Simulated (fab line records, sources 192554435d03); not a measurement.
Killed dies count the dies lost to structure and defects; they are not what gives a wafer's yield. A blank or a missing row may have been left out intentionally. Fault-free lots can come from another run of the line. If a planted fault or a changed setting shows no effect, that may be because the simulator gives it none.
Comparing a struck lot with a sound one ; flow n5-finfet ; 37 steps out of a route of 1938
Sound: the wafers L340.1, L340.2, L340.3. Struck: wafers L331.2, L331.4, L331.5. The cause is given at the end.
Order at every step that has rows: each side's tool, ch and its chambers, its first start. Under that, the readings that differ: sound wafers ; struck wafers ; difference of the means ; sigmas: that difference in standard deviations of wafers without a fault.
alike: words and numbers the same on both sides, and readings whose means are apart by under 2 such deviations; not compared: readings that were withheld, readings missing a value for some wafer, numbers with overlapping values and no deviation given by the record, and bounds like >300 which may hide the same value.
The two part at a step that has a row with sigmas, a row that says differs or no value, or rows on one side only. Numbers that have no deviation but don't overlap get no sigmas and don't part them. A reading missing from all wafers of one side parts the sides only when that side holds two or more wafers.

first, 9 steps without rows for these wafers: N5_BEOL_M4_ANNEAL_95 (time 240 s); N5_BEOL_M4_SPUTTER_96 (material Cu, target thk 4.5 nm, time 8.29 s); N5_BEOL_M4_ECD_50 (material Cu, target thk 300 nm); N5_BEOL_M4_ANNEAL_51 (time 90 s); N5_BEOL_M4_CMP_52 (polishes, stops on SiOC, t overpolish 6.8 s, target thk 40 nm); N5_BEOL_M4_PRE_CLEAN_60 (time 15 s); N5_BEOL_M4_CO_CAP_55 (material Co, precursor CCTBA/H2, target thk 2 nm, time 102.1 s); N5_BEOL_M4_PRE_CLEAN_56 (time 15 s); N5_BEOL_M4_DEP_57 (deposits SiCN from 3MS/NH3, target thk 8 nm, time 14 s).
N5_BEOL_M4_RC_MEAS_101:
  sound on prober-01 ch 0, day 14 00:56; struck on prober-02 ch 0, day 12 03:12
  alike: DIBL_N, DIBL_P, IOFF_N, IOFF_P, ION_N, ION_P, SS_N, SS_P, VT_N, VT_P
then, 24 steps without rows for these wafers: N5_BEOL_M5_ILD_DEP_00 (deposits SiCOH lowk from DEMS/porogen, target thk 140.64 nm, time 25.9 s); N5_BEOL_M5_CURE_79 (cures SiCOH lowk, time 240 s); N5_BEOL_M5_PECVD_70 (deposits SiO2 from TEOS/O2, target thk 16 nm, time 18 s); N5_BEOL_M5_HM_DEP_02 (deposits TiN, target thk 20 nm); N5_BEOL_M5_COAT_59 (time 60 s, resist thk 60 nm); N5_BEOL_M5_COAT_60 (time 60 s, resist thk 12 nm); N5_BEOL_M5_COAT_71 (time 60 s, resist thk 5 nm); N5_BEOL_M5_COAT_05 (resist thk 30 nm); N5_BEOL_M5_EBR_07; N5_BEOL_M5_SOFTBAKE_06 (time 60 s); N5_BEOL_M5_EXPOSE_08 (exposes mask M5, target cd 28 nm); N5_BEOL_M5_PEB_09 (peb time 60 s); N5_BEOL_M5_DEVELOP_10 (develop time 30 s); N5_BEOL_M5_DESCUM_16 (chemistry O2, time 7 s); N5_BEOL_M5_ETCH_72 (etches underlayer in N2/H2, target depth 6.5 nm, time 5.2 s); N5_BEOL_M5_ETCH_61 (etches SiARC in CF4, target depth 15.6 nm, time 26 s); N5_BEOL_M5_ETCH_62 (etches SOC in N2/H2, target depth 75 nm, overetch 15 nm, time 112.5 s); N5_BEOL_M5_STRIP_63 (strips in N2/H2); N5_BEOL_M5_STRIP_73 (strips in N2/H2); N5_BEOL_M5_STRIP_64 (strips in CF4); N5_BEOL_M5_HM_OPEN_17 (chemistry Cl2/BCl3, target TiN, target depth 20 nm, overetch 6 nm); N5_BEOL_M5_STRIP_19 (strips in O2); N5_BEOL_M5_COAT_65 (time 60 s, resist thk 60 nm); N5_BEOL_M5_COAT_66 (time 60 s, resist thk 12 nm).
N5_BEOL_M6_ETCH_65: etches SiARC in CF4, target depth 15.6 nm, time 26 s.
  sound on rie-diel-01 ch 0,1,2, day 14 21:46; struck on rie-diel-02 ch 1,2, day 13 01:33
  no value came back on the struck wafers for any of 10 readings (bias-w (W), cf4-flow-sccm (sccm) and others); on the sound wafers bias-w (W) reads 35.98 35.84 35.92
N5_BEOL_M6_ETCH_66: etches SOC in N2/H2, target depth 80 nm, overetch 16 nm, time 120 s.
  sound on rie-diel-01 ch 0,1,2, day 14 21:48; struck on rie-diel-02 ch 1,2, day 13 01:35
reading;sound;struck;difference;sigmas
oes-product-au (a.u.);0.54 0.59 0.52;0.33 0.29 0.32;-0.24;-4
  alike: bias-w, chamber-pressure-mTorr, drypump-motor-current-A, h2-flow-sccm, rf-vpp-V, showerhead-plenum-p-Torr, throttle-valve-pct
  not compared: rf-hours-counter-h
-- a jump in the record: the struck wafers' starts before and after are 4 days apart (it breaks off in module BEOL_M6 and resumes in module PASSIVATION, where the first step shown is number 1936 of the route) --
N5_PASSIVATION_PROBE_49:
  sound on prober-01, day 18 21:03; struck on prober-02, day 17 02:28
reading;sound;struck;difference;sigmas
defect-limited-yield (%);93.4 91.8 93.6;0 0 0;-93;-62
killed_at_M4_up;17 17 10;1084 1082 1115;+1079;+99 or more
killed-dies;78 97 75;1180 1180 1180;+1097;+65
killed-on-rim;8 9 9;152 152 152;+143;+33
sort_bin_5_function (%);4.0 4.6 3.2;96.3 96.0 97.3;+92.6;+97
sort-n-pass;1102 1083 1105;0 0 0;-1097;-65
sort-yield-pct (%);93.4 91.8 93.6;0 0 0;-93;-62
  alike: killed_at_M0_to_M3, killed-at-contacts, killed-at-front-end, killed-at-other, killed-open, killed-short, sort_bin_6_memory

## WHERE THEY PART
First at N5_BEOL_M6_ETCH_65; last, within this record, at N5_PASSIVATION_PROBE_49.

WHY: the cause the simulator had injected
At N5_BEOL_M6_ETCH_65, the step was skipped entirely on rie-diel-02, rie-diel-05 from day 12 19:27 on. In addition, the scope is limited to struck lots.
